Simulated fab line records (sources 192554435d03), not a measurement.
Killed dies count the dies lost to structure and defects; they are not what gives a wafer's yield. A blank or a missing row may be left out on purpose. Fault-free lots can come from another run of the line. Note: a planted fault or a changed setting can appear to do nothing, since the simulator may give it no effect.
Matching of chambers || flow n5 finfet || N5_BEOL_M9_CMP_52 on cmp-01: 4 sister chambers
The step polishes, stops on SiCOH lowk, t overpolish 7 s, target thk 140 nm. 8 wafers are shown with their chamber, then 11 later ones without.

EACH WAFER AND ITS CHAMBER
{"wafer": "L085.1", "chamber": 2, "motor current A (A)": 6.1, "clearing platen rpm (rpm)": 49.995}
{"wafer": "L087.1", "chamber": 3, "motor current A (A)": 6.9, "clearing platen rpm (rpm)": 50.011}
{"wafer": "L087.3", "chamber": 1, "motor current A (A)": 6.0, "clearing platen rpm (rpm)": 50.037}
{"wafer": "L087.5", "chamber": 2, "motor current A (A)": 5.9, "clearing platen rpm (rpm)": 49.977}
{"wafer": "L091.3", "chamber": 0, "motor current A (A)": 5.8, "clearing platen rpm (rpm)": 50.045}
{"wafer": "L091.4", "chamber": 1, "motor current A (A)": 6.0, "clearing platen rpm (rpm)": 50.015}
{"wafer": "L091.5", "chamber": 0, "motor current A (A)": 5.9, "clearing platen rpm (rpm)": 50.067}
{"wafer": "L097.2", "chamber": 3, "motor current A (A)": 6.9, "clearing platen rpm (rpm)": 49.961}

WAFERS WITHOUT THEIR CHAMBER
{"wafer": "L097.3", "motor current A (A)": 5.9, "clearing platen rpm (rpm)": 49.972}
{"wafer": "L097.5", "motor current A (A)": 6.7, "clearing platen rpm (rpm)": 50.036}
{"wafer": "L094.1", "motor current A (A)": 6.1, "clearing platen rpm (rpm)": 50.009}
{"wafer": "L094.2", "motor current A (A)": 6.2, "clearing platen rpm (rpm)": 49.998}
{"wafer": "L094.4", "motor current A (A)": 6.5, "clearing platen rpm (rpm)": 49.974}
{"wafer": "L095.2", "motor current A (A)": 6.0, "clearing platen rpm (rpm)": 49.984}
{"wafer": "L095.3", "motor current A (A)": 6.7, "clearing platen rpm (rpm)": 50.017}
{"wafer": "L095.6", "motor current A (A)": 6.0, "clearing platen rpm (rpm)": 50.018}
{"wafer": "L096.3", "motor current A (A)": 7.2, "clearing platen rpm (rpm)": 49.999}
{"wafer": "L096.4", "motor current A (A)": 6.0, "clearing platen rpm (rpm)": 49.993}
{"wafer": "L096.5", "motor current A (A)": 6.4, "clearing platen rpm (rpm)": 50.035}

WHICH CHAMBER EACH ONE RAN IN
{"wafer": "L097.3", "from the rows above": "can't be placed: 2 or 1", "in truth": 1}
{"wafer": "L097.5", "from the rows above": 3, "in truth": 3}
{"wafer": "L094.1", "from the rows above": "can't be placed: 1 or 2", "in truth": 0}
{"wafer": "L094.2", "from the rows above": "can't be placed: 2 or 1", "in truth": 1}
{"wafer": "L094.4", "from the rows above": "can't be placed: 3 or 2 or 1", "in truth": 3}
{"wafer": "L095.2", "from the rows above": "can't be placed: 2 or 1", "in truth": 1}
{"wafer": "L095.3", "from the rows above": 3, "in truth": 3}
{"wafer": "L095.6", "from the rows above": "can't be placed: 1 or 2", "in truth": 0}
{"wafer": "L096.3", "from the rows above": 3, "in truth": 3}
{"wafer": "L096.4", "from the rows above": "can't be placed: 2 or 1", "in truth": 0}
{"wafer": "L096.5", "from the rows above": "can't be placed: 1 or 2 or 3 or 0", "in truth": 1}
3 of 11 placed correctly. Unplaceable from these rows: 8, with the true chamber sitting among the candidates in 5. Wrongly placed: 0.
How it was worked out, from the rows above alone: a wafer's distance from a chamber is the root of the sum, over the readings, of the square of ((its reading less the chamber's mean) divided by the reading's scatter). If the next closest chamber is less than 2 further off than the closest, the wafer can't be placed; otherwise it belongs to the closest. The mean given for a chamber averages the wafers shown for that chamber. How the scatter is found: for the shown wafers, subtract from each reading the mean of its chamber, square and add these, divide the total by (wafers less chambers), then take the root.
